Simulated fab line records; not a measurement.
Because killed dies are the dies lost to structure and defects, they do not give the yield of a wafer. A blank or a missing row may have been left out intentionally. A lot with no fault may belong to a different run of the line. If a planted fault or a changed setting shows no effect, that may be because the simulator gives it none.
Matching of chambers ; flow n5Finfet ; 4 sister chambers for N5_BEOL_M8_STRIP_36 on rieDiel-03
The step strips in N2/H2. 24 wafers are shown with their chamber, then 12 later ones without.

## EACH WAFER AND ITS CHAMBER
wafer;chamber;showerheadPlenumPTorr (Torr);drypumpMotorCurrentA (A);throttleValvePct (%)
L076.1;1;2.41;6.0;23.51
L076.2;0;2.68;5.5;23.33
L076.5;0;2.68;5.5;23.30
L080.2;3;2.51;5.4;23.64
L080.3;0;2.68;5.5;23.32
L080.4;1;2.40;6.1;23.55
L083.4;1;2.40;6.1;23.51
L083.5;3;2.51;5.4;23.62
L083.6;0;2.68;5.5;23.33
L082.1;3;2.51;5.4;23.65
L082.4;2;2.44;5.2;23.54
L082.6;0;2.68;5.5;23.32
L085.1;1;2.40;6.1;23.54
L085.4;3;2.51;5.3;23.67
L085.5;2;2.43;5.2;23.54
L086.2;1;2.40;6.0;23.53
L086.3;3;2.50;5.3;23.63
L086.6;2;2.43;5.2;23.53
L087.2;2;2.43;5.2;23.55
L087.4;3;2.50;5.3;23.67
L087.5;2;2.43;5.2;23.54
L088.1;0;2.67;5.5;23.34
L088.2;3;2.50;5.3;23.68
L088.4;1;2.40;6.1;23.56

SIGNATURES (averages over the wafers above)
reading;chamber 0;chamber 1;chamber 2;chamber 3;scatter within a chamber
showerheadPlenumPTorr;2.6783;2.4017;2.4320;2.5057;0.00457
drypumpMotorCurrentA;5.500;6.067;5.200;5.343;0.039
throttleValvePct;23.3233;23.5333;23.5400;23.6514;0.0178
Rule: a wafer lies at a distance from a chamber equal to the root of the sum of squares, over the readings, of (its reading less the chamber's mean, divided by the reading's scatter). The wafer belongs to the nearest chamber; if the next one is less than 2 further off, it can't be placed. The scatter: the root of (the sum of the squares of (reading less its chamber's mean) over the shown wafers, divided by (wafers less chambers)).

## WAFERS WHOSE CHAMBER IS MISSING
wafer;showerheadPlenumPTorr (Torr);drypumpMotorCurrentA (A);throttleValvePct (%)
L089.2;2.67;5.5;23.34
L089.4;2.50;5.3;23.67
L089.5;2.39;6.1;23.57
L094.2;2.67;5.5;23.38
L094.4;2.67;5.5;23.35
L094.5;2.42;5.2;23.57
L095.2;2.39;6.1;23.57
L095.3;2.67;5.5;23.37
L095.4;2.67;5.5;23.35
L097.2;2.66;5.5;23.37
L097.4;2.50;5.4;23.45
L097.6;2.39;6.0;23.59

## WHICH CHAMBER EACH ONE RAN IN
wafer;from the rows above;in truth
L089.2;0;0
L089.4;3;3
L089.5;1;1
L094.2;0;0
L094.4;0;0
L094.5;2;2
L095.2;1;1
L095.3;0;0
L095.4;0;0
L097.2;0;0
L097.4;3;3
L097.6;1;1
Correct placement for 12 of the 12. From these rows, 0 cannot be placed. Number placed wrongly: 0.
